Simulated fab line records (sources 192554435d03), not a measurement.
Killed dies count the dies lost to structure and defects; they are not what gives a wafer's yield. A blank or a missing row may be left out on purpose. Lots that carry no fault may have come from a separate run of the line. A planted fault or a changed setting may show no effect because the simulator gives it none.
Problem report, 8D (eight disciplines) form, completed by code / flow n5 finfet / the parts of the form that need people (team, actions taken, sign-off) are left out
Where a reading is given only as a bound, like >300, the bound stands for it, and a mean or a difference that rests on one is marked > or <: the true number lies beyond.

== 1. WHAT IS WRONG ==
raw defect count at N5_MIM_TOP_LITHO_INSPECT_12 reads a mean of >300 on 6 wafers of 2 lots; wafers without a fault read 2.1 with a standard deviation of 1.5. So: +99 or more standard deviations from the usual mean.
The step: inspects for defects (macro).
First seen on wafer L569.1, day 14 05:20, on defect inspect-02. Wafers with a number at this step in the record: 31, from 11 lots. By rule, "out" or "out of limits" means more than 4 standard deviations away from the usual mean. All remaining wafers that have a number are taken as sound.

== 2. WHAT THIS IS AND IS NOT ==
question=which readings at this step | is=raw defect count | is not=-
question=which lots | is=L568, L569 | is not=L561, L562, L563, L565, L580, L581, L582, L583, L584
question=which wafers of those lots | is=all that have a number | is not=-
question=read on which gauges | is=defect inspect-02 | is not=defect inspect-01
question=when | is=from day 14 05:20 | is not=up to then (12 sound wafers); but 13 sound wafers of L580, L581, L582, L583, L584 came after

== 3. THE SUSPECTS, EACH WITH WHAT RULES IT OUT ==
Counting: a tool at a process step up to the reading stays a suspect if it ran every lot that is out and no sound lot after the first of them.
- the gauge at N5_MIM_TOP_LITHO_INSPECT_12 has been ruled out. All the wafers that are out were read on defect inspect-02, but those of them that N5_PASSIVATION_PROBE_49 has rows for are out there too, on other tools.
- pvd sputter-03 at N5_MIM_TOP_SPUTTER_03 (material TiN, target thk 35 nm, time 89.7 s): ruled out as a lasting fault. Following L569 (day 14 04:53), the first lot on it that is out, the sound lots L581, L582 were run on it.
Left after counting: nothing in the record.

== 4. THE CAUSE (what the simulator had put in) ==
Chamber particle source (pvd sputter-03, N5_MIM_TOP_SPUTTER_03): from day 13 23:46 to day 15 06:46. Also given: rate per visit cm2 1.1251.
The count ruled it out by mistake, since the rule takes a fault to strike every lot its tool runs from the start of the fault on, and this one did not do so.

== 5. THE EFFECT CHAIN, in route order ==
Each row: a reading whose mean over the struck wafers that have a number lies more than 3 standard deviations from the usual. Only readings for which the record gives a usual standard deviation are gone through. hours: the time from each lot's start at the first step in this table that gives one to its start at this step, as a median over the lots. sigmas: the change in usual standard deviations.
hours=0; step=N5_MIM_TOP_LITHO_INSPECT_12; reading=raw defect count; usual=2.1; on struck wafers=>300; change=>+298; sigmas=+99 or more
hours=11; step=N5_PASSIVATION_PROBE_49; reading=defect limited yield; usual=91.3 %; on struck wafers=85.1; change=-6.2; sigmas=-4.2
hours=11; step=N5_PASSIVATION_PROBE_49; reading=killed at other; usual=3.8; on struck wafers=83.7; change=+79.9; sigmas=+28
hours=11; step=N5_PASSIVATION_PROBE_49; reading=killed dies; usual=103; on struck wafers=176; change=+73; sigmas=+4.1
hours=11; step=N5_PASSIVATION_PROBE_49; reading=killed on rim; usual=14; on struck wafers=29; change=+15; sigmas=+3.3
hours=11; step=N5_PASSIVATION_PROBE_49; reading=sort_bin_5_function; usual=5.1 %; on struck wafers=8.3; change=+3.2; sigmas=+3.2
hours=11; step=N5_PASSIVATION_PROBE_49; reading=sort n pass; usual=1077; on struck wafers=1004; change=-73; sigmas=-4.1
hours=11; step=N5_PASSIVATION_PROBE_49; reading=sort yield pct; usual=91.3 %; on struck wafers=85.1; change=-6.2; sigmas=-4.2
Here are the process steps it includes:
- N5_PASSIVATION_PROBE_49

== 6. HOW IT WOULD HAVE BEEN CAUGHT EARLIER ==
The first out-of-limits reading at a measuring or inspecting step in this record came at day 14 05:20, 6 hours after the fault's start at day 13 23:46.
An alarm limit of 4 standard deviations would not have fired on the tool readings at N5_MIM_TOP_SPUTTER_03 for which the record gives a usual standard deviation, since none of them was out on any struck wafer.
